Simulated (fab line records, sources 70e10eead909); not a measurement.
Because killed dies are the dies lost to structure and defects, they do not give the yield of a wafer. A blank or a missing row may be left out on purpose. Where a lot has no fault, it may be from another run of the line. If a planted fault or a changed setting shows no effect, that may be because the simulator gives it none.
8D (eight disciplines) problem report, filled in by code :: flow nand-harc :: the parts of the form that need people (team, actions taken, sign-off) are left out

## 1. PROBLEM STATEMENT
Wafers without a fault read 2.9, standard deviation 2; killed-at-periphery at NHARC_END_SORT_01 reads a mean of 644.7 on 3 wafers belonging to 3 lots. That is +99 or more standard deviations from the usual mean.
Earliest sighting: wafer L152.4 on prober-01 at day 20 20:29. The record holds 8 wafers of 4 lots with a number at this step. By rule, "out" or "out of limits" means more than 4 standard deviations away from the usual mean. The rest of the wafers with a number are treated as sound.

## 2. WHAT IT IS, WHAT IT ISN'T
question: which readings at this step
is: killed-at-periphery, killed-dies
is not: killed-at-array, killed-at-other, killed-open, killed-short

question: which lots
is: L152, L155, L157
is not: L162

question: which wafers of those lots
is: L152.4, L155.3, L157.5
is not: L152.2, L152.5

question: read on which gauges
is: prober-01, prober-02
is not: -

question: when
is: from day 20 20:29
is not: up to then (1 sound wafer); but 4 sound wafers of L152, L162 came after

## 3. THE SUSPECTS, EACH WITH WHAT RULES IT OUT
Counting: any tool at a process step up to the reading remains a suspect provided it ran every lot that is out. Sound lots after the first of them don't rule it out here, since some wafers of a struck lot are sound.
- the gauge at NHARC_END_SORT_01: ruled out. 2 gauges (prober-01, prober-02) read the wafers that are out.
- rie-diel-03 at NHARC_P_BONDPAD_ETCH_37 (etches the open film in N2/H2, target depth 60 nm, overetch 18 nm, time 65.91 s): kept. It ran every lot that is out, first L152 (day 7 10:11).
- rie-diel-03 at NHARC_P_BONDPAD_ETCH_12 (etches the open film in CHF3/O2, target depth 200 nm, time 100 s): kept. It ran every lot that is out, first L152 (day 7 10:16). Out on those wafers are its own readings of oes-product-au, rf-fwd-power-W.
- Within rie-diel-03 at NHARC_P_BONDPAD_ETCH_12: the wafers that are out ran in chamber 0; their sound lot-mates ran in chambers 1, 2.
Left after counting: rie-diel-03 at NHARC_P_BONDPAD_ETCH_37, rie-diel-03 at NHARC_P_BONDPAD_ETCH_12.

## 4. THE CAUSE (what the simulator had put in)
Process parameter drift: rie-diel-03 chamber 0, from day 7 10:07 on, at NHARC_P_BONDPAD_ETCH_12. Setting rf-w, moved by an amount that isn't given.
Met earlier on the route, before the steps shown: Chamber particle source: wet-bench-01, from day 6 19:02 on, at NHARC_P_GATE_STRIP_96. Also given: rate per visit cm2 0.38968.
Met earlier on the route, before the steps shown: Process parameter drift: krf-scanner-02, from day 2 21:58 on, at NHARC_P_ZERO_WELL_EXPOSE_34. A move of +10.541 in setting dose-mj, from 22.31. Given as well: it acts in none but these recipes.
This tool is one of the 2 suspects left after counting.

## 5. THE EFFECT CHAIN, in route order
Rows list readings where the struck wafers' mean (over those with a number) sits beyond 3 standard deviations from the usual. Readings are gone through only where the record gives a usual standard deviation; hours: the median, over the lots, of the time from a lot's start at the first step in this table giving one to that lot's start at this step; sigmas: the change measured in usual standard deviations.
hours: 0
step: NHARC_P_BONDPAD_ETCH_12
reading: oes-product-au
usual: 0.945 a.u.
on struck wafers: 0.703
change: -0.242
sigmas: -10

hours: 0
step: NHARC_P_BONDPAD_ETCH_12
reading: rf-fwd-power-W
usual: 496.2 W
on struck wafers: 296.3
change: -199.9
sigmas: -99 or more

hours: 322
step: NHARC_END_SORT_01
reading: killed-at-periphery
usual: 2.9
on struck wafers: 644.7
change: +641.8
sigmas: +99 or more

hours: 322
step: NHARC_END_SORT_01
reading: killed-dies
usual: 34
on struck wafers: 677
change: +643
sigmas: +58
It contains these process steps:
- NHARC_P_BONDPAD_ETCH_12: etches the open film in CHF3/O2, target depth 200 nm, time 100 s.

## 6. HOW IT WOULD HAVE BEEN CAUGHT EARLIER
In this record the first reading out of limits at a measuring or inspecting step was taken at day 20 20:29, 322 hours after the fault began at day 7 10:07.
The tool's own readings at NHARC_P_BONDPAD_ETCH_12 were out on every struck wafer that the step has a row for (oes-product-au, rf-fwd-power-W): an alarm limit on them would have fired on the first of those.
By day 20 20:29 the whole set of lots that are out, 3 in number, had already begun NHARC_P_BONDPAD_ETCH_12 on rie-diel-03. Holding the tool at that point would not have protected any of them.
